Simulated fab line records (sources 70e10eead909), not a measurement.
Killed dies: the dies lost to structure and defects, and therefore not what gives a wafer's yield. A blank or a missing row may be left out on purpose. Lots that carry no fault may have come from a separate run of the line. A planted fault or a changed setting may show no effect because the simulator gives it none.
Matching of chambers :: flow nand harc :: NHARC_A_STAIRCASE_DESCUM_168 on rie diel-06 has 4 sister chambers
The step chemistry O2, time 3 s. 30 wafers are shown with their chamber, then 12 later ones without.

== WAFERS WITH THEIR CHAMBER ==
wafer: L074.1
chamber: 0
drypump motor current A (A): 5.3
showerhead plenum p Torr (Torr): 1.85
oes product au (a.u.): 1.015

wafer: L074.5
chamber: 0
drypump motor current A (A): 5.3
showerhead plenum p Torr (Torr): 1.85
oes product au (a.u.): 1.013

wafer: L074.6
chamber: 3
drypump motor current A (A): 5.3
showerhead plenum p Torr (Torr): 1.91
oes product au (a.u.): 1.008

wafer: L075.2
chamber: 3
drypump motor current A (A): 5.2
showerhead plenum p Torr (Torr): 1.91
oes product au (a.u.): 1.005

wafer: L075.4
chamber: 2
drypump motor current A (A): 6.3
showerhead plenum p Torr (Torr): 1.93
oes product au (a.u.): 0.981

wafer: L075.5
chamber: 0
drypump motor current A (A): 5.3
showerhead plenum p Torr (Torr): 1.84
oes product au (a.u.): 0.997

wafer: L076.1
chamber: 1
drypump motor current A (A): 5.6
showerhead plenum p Torr (Torr): 1.77
oes product au (a.u.): 0.993

wafer: L076.2
chamber: 0
drypump motor current A (A): 5.3
showerhead plenum p Torr (Torr): 1.84
oes product au (a.u.): 1.003

wafer: L076.4
chamber: 2
drypump motor current A (A): 6.2
showerhead plenum p Torr (Torr): 1.93
oes product au (a.u.): 0.986

wafer: L077.3
chamber: 1
drypump motor current A (A): 5.6
showerhead plenum p Torr (Torr): 1.77
oes product au (a.u.): 0.995

wafer: L077.4
chamber: 0
drypump motor current A (A): 5.2
showerhead plenum p Torr (Torr): 1.84
oes product au (a.u.): 0.995

wafer: L077.5
chamber: 2
drypump motor current A (A): 6.2
showerhead plenum p Torr (Torr): 1.93
oes product au (a.u.): 0.981

wafer: L080.2
chamber: 3
drypump motor current A (A): 5.3
showerhead plenum p Torr (Torr): 1.91
oes product au (a.u.): 1.007

wafer: L080.3
chamber: 0
drypump motor current A (A): 5.3
showerhead plenum p Torr (Torr): 1.84
oes product au (a.u.): 0.993

wafer: L080.5
chamber: 0
drypump motor current A (A): 5.3
showerhead plenum p Torr (Torr): 1.84
oes product au (a.u.): 1.004

wafer: L083.2
chamber: 1
drypump motor current A (A): 5.6
showerhead plenum p Torr (Torr): 1.77
oes product au (a.u.): 1.000

wafer: L083.3
chamber: 3
drypump motor current A (A): 5.3
showerhead plenum p Torr (Torr): 1.90
oes product au (a.u.): 0.997

wafer: L083.6
chamber: 1
drypump motor current A (A): 5.6
showerhead plenum p Torr (Torr): 1.76
oes product au (a.u.): 0.995

wafer: L084.3
chamber: 0
drypump motor current A (A): 5.2
showerhead plenum p Torr (Torr): 1.83
oes product au (a.u.): 1.004

wafer: L084.5
chamber: 2
drypump motor current A (A): 6.3
showerhead plenum p Torr (Torr): 1.92
oes product au (a.u.): 0.987

wafer: L084.6
chamber: 3
drypump motor current A (A): 5.3
showerhead plenum p Torr (Torr): 1.90
oes product au (a.u.): 1.011

wafer: L086.2
chamber: 1
drypump motor current A (A): 5.6
showerhead plenum p Torr (Torr): 1.76
oes product au (a.u.): 0.999

wafer: L086.5
chamber: 1
drypump motor current A (A): 5.6
showerhead plenum p Torr (Torr): 1.76
oes product au (a.u.): 1.000

wafer: L086.6
chamber: 0
drypump motor current A (A): 5.3
showerhead plenum p Torr (Torr): 1.83
oes product au (a.u.): 1.010

wafer: L085.3
chamber: 1
drypump motor current A (A): 5.6
showerhead plenum p Torr (Torr): 1.76
oes product au (a.u.): 0.999

wafer: L085.4
chamber: 2
drypump motor current A (A): 6.3
showerhead plenum p Torr (Torr): 1.92
oes product au (a.u.): 0.995

wafer: L085.5
chamber: 3
drypump motor current A (A): 5.2
showerhead plenum p Torr (Torr): 1.90
oes product au (a.u.): 1.003

wafer: L087.3
chamber: 1
drypump motor current A (A): 5.6
showerhead plenum p Torr (Torr): 1.76
oes product au (a.u.): 0.993

wafer: L087.5
chamber: 2
drypump motor current A (A): 6.3
showerhead plenum p Torr (Torr): 1.92
oes product au (a.u.): 0.986

wafer: L087.6
chamber: 3
drypump motor current A (A): 5.3
showerhead plenum p Torr (Torr): 1.90
oes product au (a.u.): 1.003

SIGNATURES (means of the wafers above)
reading: drypump motor current A
chamber 0: 5.278
chamber 1: 5.600
chamber 2: 6.267
chamber 3: 5.271
scatter within a chamber: 0.0407

reading: showerhead plenum p Torr
chamber 0: 1.8400
chamber 1: 1.7637
chamber 2: 1.9250
chamber 3: 1.9043
scatter within a chamber: 0.00591

reading: oes product au
chamber 0: 1.00378
chamber 1: 0.99675
chamber 2: 0.98600
chamber 3: 1.00486
scatter within a chamber: 0.00557
Rule: for each reading, subtract the chamber's mean from the wafer's reading, divide by that reading's scatter and square the result; add these up over the readings and take the root, which gives the wafer's distance from the chamber. If the next closest chamber is less than 2 further off than the closest, the wafer can't be placed; otherwise it belongs to the closest. The scatter: the root of (the sum of the squares of (reading less its chamber's mean) over the shown wafers, divided by (wafers less chambers)).

== WAFERS MISSING THEIR CHAMBER ==
wafer: L090.2
drypump motor current A (A): 5.6
showerhead plenum p Torr (Torr): 2.07
oes product au (a.u.): 0.984

wafer: L090.3
drypump motor current A (A): 6.3
showerhead plenum p Torr (Torr): 1.91
oes product au (a.u.): 0.991

wafer: L090.6
drypump motor current A (A): 5.2
showerhead plenum p Torr (Torr): 1.83
oes product au (a.u.): 1.009

wafer: L095.2
drypump motor current A (A): 6.2
showerhead plenum p Torr (Torr): 1.91
oes product au (a.u.): 0.984

wafer: L095.4
drypump motor current A (A): 5.3
showerhead plenum p Torr (Torr): 1.89
oes product au (a.u.): 0.988

wafer: L095.5
drypump motor current A (A): 5.3
showerhead plenum p Torr (Torr): 1.89
oes product au (a.u.): 0.990

wafer: L096.2
drypump motor current A (A): 5.2
showerhead plenum p Torr (Torr): 1.89
oes product au (a.u.): 0.997

wafer: L096.3
drypump motor current A (A): 5.2
showerhead plenum p Torr (Torr): 1.82
oes product au (a.u.): 1.001

wafer: L096.4
drypump motor current A (A): 5.6
showerhead plenum p Torr (Torr): 2.07
oes product au (a.u.): 0.996

wafer: L097.2
drypump motor current A (A): 5.6
showerhead plenum p Torr (Torr): 2.07
oes product au (a.u.): 0.999

wafer: L097.3
drypump motor current A (A): 5.3
showerhead plenum p Torr (Torr): 1.82
oes product au (a.u.): 1.004

wafer: L097.6
drypump motor current A (A): 6.3
showerhead plenum p Torr (Torr): 1.91
oes product au (a.u.): 0.995

== CHAMBER TAKEN BY EACH ==
wafer: L090.2
from the rows above: can't be placed: 3 or 2
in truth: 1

wafer: L090.3
from the rows above: 2
in truth: 2

wafer: L090.6
from the rows above: 0
in truth: 0

wafer: L095.2
from the rows above: 2
in truth: 2

wafer: L095.4
from the rows above: 3
in truth: 3

wafer: L095.5
from the rows above: 3
in truth: 3

wafer: L096.2
from the rows above: 3
in truth: 3

wafer: L096.3
from the rows above: 0
in truth: 0

wafer: L096.4
from the rows above: can't be placed: 3 or 2
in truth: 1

wafer: L097.2
from the rows above: can't be placed: 3 or 2
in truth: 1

wafer: L097.3
from the rows above: 0
in truth: 0

wafer: L097.6
from the rows above: 2
in truth: 2
9 of 12 placed correctly. From these rows, 3 cannot be placed; in 0 the true chamber is one of the candidates. Wrongly placed: 0.
